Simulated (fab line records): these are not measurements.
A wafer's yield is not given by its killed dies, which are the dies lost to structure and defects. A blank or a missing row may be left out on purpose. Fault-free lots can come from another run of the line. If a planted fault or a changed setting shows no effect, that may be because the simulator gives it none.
Split-lot experiment / flow n5_finfet / 7 lots, 39 wafers read, on a route of 1938 steps

## ABOUT THE SPLIT
At N5_HKMG_FIN_ETCH_58 (etches SOC in N2/H2, target depth 215.8 nm, time 741 s), the setting bias_w was moved away from the recipe's 13 W on 12 of the 39 wafers read, by -19.2% to +14.5%. This setting was run at the recipe's value on the other wafers.

The split's own step is where the reading is taken.

## THE READING
rf_vpp_V, in V, at N5_HKMG_FIN_ETCH_58 (etches SOC in N2/H2, target depth 215.8 nm, time 741 s). Fault-free wafers of this fab line usually give 99.2 V, standard deviation 0.85 V.

wafer=L074.1; tool, chamber at the split=rie_diel-04, 2; bias_w as run, W=13; against the recipe=recipe; rf_vpp_V, V=98.6; against lot-mates on the recipe=-
wafer=L074.2; tool, chamber at the split=rie_diel-04, 0; bias_w as run, W=11.01; against the recipe=-15.3%; rf_vpp_V, V=89.1; against lot-mates on the recipe=-10.3
wafer=L074.3; tool, chamber at the split=rie_diel-04, 1; bias_w as run, W=13; against the recipe=recipe; rf_vpp_V, V=100.7; against lot-mates on the recipe=-
wafer=L074.4; tool, chamber at the split=rie_diel-04, 3; bias_w as run, W=11.01; against the recipe=-15.3%; rf_vpp_V, V=88.5; against lot-mates on the recipe=-10.9
wafer=L074.5; tool, chamber at the split=rie_diel-04, 2; bias_w as run, W=11.01; against the recipe=-15.3%; rf_vpp_V, V=89.3; against lot-mates on the recipe=-10.1
wafer=L074.6; tool, chamber at the split=rie_diel-04, 1; bias_w as run, W=13; against the recipe=recipe; rf_vpp_V, V=98.9; against lot-mates on the recipe=-
wafer=L081.2; tool, chamber at the split=rie_diel-05, 3; bias_w as run, W=13; against the recipe=recipe; rf_vpp_V, V=99.2; against lot-mates on the recipe=-
wafer=L081.4; tool, chamber at the split=rie_diel-05, 2; bias_w as run, W=13; against the recipe=recipe; rf_vpp_V, V=97.8; against lot-mates on the recipe=-
wafer=L081.5; tool, chamber at the split=rie_diel-05, 2; bias_w as run, W=13; against the recipe=recipe; rf_vpp_V, V=99.5; against lot-mates on the recipe=-
wafer=L084.1; tool, chamber at the split=rie_diel-05, 2; bias_w as run, W=13; against the recipe=recipe; rf_vpp_V, V=99.3; against lot-mates on the recipe=-
wafer=L084.2; tool, chamber at the split=rie_diel-05, 0; bias_w as run, W=13; against the recipe=recipe; rf_vpp_V, V=97.8; against lot-mates on the recipe=-
wafer=L084.3; tool, chamber at the split=rie_diel-05, 1; bias_w as run, W=13; against the recipe=recipe; rf_vpp_V, V=98.1; against lot-mates on the recipe=-
wafer=L084.4; tool, chamber at the split=rie_diel-05, 3; bias_w as run, W=13; against the recipe=recipe; rf_vpp_V, V=99.6; against lot-mates on the recipe=-
wafer=L084.5; tool, chamber at the split=rie_diel-05, 1; bias_w as run, W=13; against the recipe=recipe; rf_vpp_V, V=98.9; against lot-mates on the recipe=-
wafer=L084.6; tool, chamber at the split=rie_diel-05, 0; bias_w as run, W=13; against the recipe=recipe; rf_vpp_V, V=98.6; against lot-mates on the recipe=-
wafer=L093.1; tool, chamber at the split=rie_diel-06, 2; bias_w as run, W=14.89; against the recipe=+14.5%; rf_vpp_V, V=109.9; against lot-mates on the recipe=+11.3
wafer=L093.2; tool, chamber at the split=rie_diel-06, 0; bias_w as run, W=13; against the recipe=recipe; rf_vpp_V, V=98.9; against lot-mates on the recipe=-
wafer=L093.3; tool, chamber at the split=rie_diel-06, 3; bias_w as run, W=13; against the recipe=recipe; rf_vpp_V, V=98.9; against lot-mates on the recipe=-
wafer=L093.4; tool, chamber at the split=rie_diel-06, 1; bias_w as run, W=14.89; against the recipe=+14.5%; rf_vpp_V, V=106.5; against lot-mates on the recipe=+7.9
wafer=L093.5; tool, chamber at the split=rie_diel-06, 2; bias_w as run, W=14.89; against the recipe=+14.5%; rf_vpp_V, V=108.7; against lot-mates on the recipe=+10.1
wafer=L093.6; tool, chamber at the split=rie_diel-06, 3; bias_w as run, W=13; against the recipe=recipe; rf_vpp_V, V=98.0; against lot-mates on the recipe=-
wafer=L094.1; tool, chamber at the split=rie_diel-06, 3; bias_w as run, W=13; against the recipe=recipe; rf_vpp_V, V=98.4; against lot-mates on the recipe=-
wafer=L094.2; tool, chamber at the split=rie_diel-06, 0; bias_w as run, W=13; against the recipe=recipe; rf_vpp_V, V=99.0; against lot-mates on the recipe=-
wafer=L094.3; tool, chamber at the split=rie_diel-06, 2; bias_w as run, W=13; against the recipe=recipe; rf_vpp_V, V=100.8; against lot-mates on the recipe=-
wafer=L094.4; tool, chamber at the split=rie_diel-06, 1; bias_w as run, W=13; against the recipe=recipe; rf_vpp_V, V=97.9; against lot-mates on the recipe=-
wafer=L094.5; tool, chamber at the split=rie_diel-06, 2; bias_w as run, W=13; against the recipe=recipe; rf_vpp_V, V=98.4; against lot-mates on the recipe=-
wafer=L094.6; tool, chamber at the split=rie_diel-06, 1; bias_w as run, W=13; against the recipe=recipe; rf_vpp_V, V=98.9; against lot-mates on the recipe=-
wafer=L095.1; tool, chamber at the split=rie_diel-06, 3; bias_w as run, W=12.12; against the recipe=-6.8%; rf_vpp_V, V=94.1; against lot-mates on the recipe=-4.9
wafer=L095.2; tool, chamber at the split=rie_diel-06, 2; bias_w as run, W=13; against the recipe=recipe; rf_vpp_V, V=100.7; against lot-mates on the recipe=-
wafer=L095.3; tool, chamber at the split=rie_diel-06, 1; bias_w as run, W=12.12; against the recipe=-6.8%; rf_vpp_V, V=95.3; against lot-mates on the recipe=-3.7
wafer=L095.4; tool, chamber at the split=rie_diel-06, 0; bias_w as run, W=12.12; against the recipe=-6.8%; rf_vpp_V, V=94.3; against lot-mates on the recipe=-4.7
wafer=L095.5; tool, chamber at the split=rie_diel-06, 1; bias_w as run, W=13; against the recipe=recipe; rf_vpp_V, V=98.8; against lot-mates on the recipe=-
wafer=L095.6; tool, chamber at the split=rie_diel-06, 0; bias_w as run, W=13; against the recipe=recipe; rf_vpp_V, V=97.6; against lot-mates on the recipe=-
wafer=L097.1; tool, chamber at the split=rie_diel-04, 3; bias_w as run, W=10.51; against the recipe=-19.2%; rf_vpp_V, V=84.9; against lot-mates on the recipe=-14.3
wafer=L097.2; tool, chamber at the split=rie_diel-04, 2; bias_w as run, W=13; against the recipe=recipe; rf_vpp_V, V=100.1; against lot-mates on the recipe=-
wafer=L097.3; tool, chamber at the split=rie_diel-04, 0; bias_w as run, W=10.51; against the recipe=-19.2%; rf_vpp_V, V=86.5; against lot-mates on the recipe=-12.7
wafer=L097.4; tool, chamber at the split=rie_diel-04, 2; bias_w as run, W=13; against the recipe=recipe; rf_vpp_V, V=99.8; against lot-mates on the recipe=-
wafer=L097.5; tool, chamber at the split=rie_diel-04, 0; bias_w as run, W=10.51; against the recipe=-19.2%; rf_vpp_V, V=85.8; against lot-mates on the recipe=-13.4
wafer=L097.6; tool, chamber at the split=rie_diel-04, 3; bias_w as run, W=13; against the recipe=recipe; rf_vpp_V, V=97.8; against lot-mates on the recipe=-

FIT RESULTS
A straight line over all 39 wafers: rf_vpp_V changes by +0.666 V for each +1% of bias_w; r = +0.99; the points scatter about the line by 0.92 V.
The same after taking each lot's own level away (the mean of its wafers on the recipe; 39 wafers): +0.687 V for each +1%; r = +0.99; scatter 0.89 V.
According to that fit, moving bias_w by its largest amount changes the reading by 13 V.
From 98.60 to 99.40 V: that is the span of the lots' own levels, equal to 0.9 times the standard deviation above.
Consequently the slope shifts little with the lot-to-lot level, the two slopes agreeing.
Check: for one of the wafers moved furthest among these (-19.2%), held out of the fit, the line's prediction against its lot-mates is -13 V. Against them it came out at -14.3 V.
Tool readings at the split's step, against how far the setting was moved: rf_vpp_V r = +0.99.

## OTHER SPLITS APPLIED TO THESE WAFERS
Other splits were also applied to these wafers ahead of the reading. Each is held against what the fit with the lots' levels taken away leaves over:
other split on the same wafers=N5_DUMMY_GATE_EXPOSE_12 dose_mj; wafers away from the commonest value=12; r with rf_vpp_V (lot level and that fit taken away)=-0.04
other split on the same wafers=N5_DUMMY_GATE_ETCH_37 source_w; wafers away from the commonest value=9; r with rf_vpp_V (lot level and that fit taken away)=+0.15
other split on the same wafers=N5_SD_EPI_N_LINER_46 target_thk_a; wafers away from the commonest value=18; r with rf_vpp_V (lot level and that fit taken away)=-0.07
other split on the same wafers=N5_HKMG_FIN_HK_ALD_01 ald_cycles; wafers away from the commonest value=9; r with rf_vpp_V (lot level and that fit taken away)=+0.00

## FILE'S OWN FIT
rf_vpp_V changes by +0.687 V for each +1% of bias_w, r = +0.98.
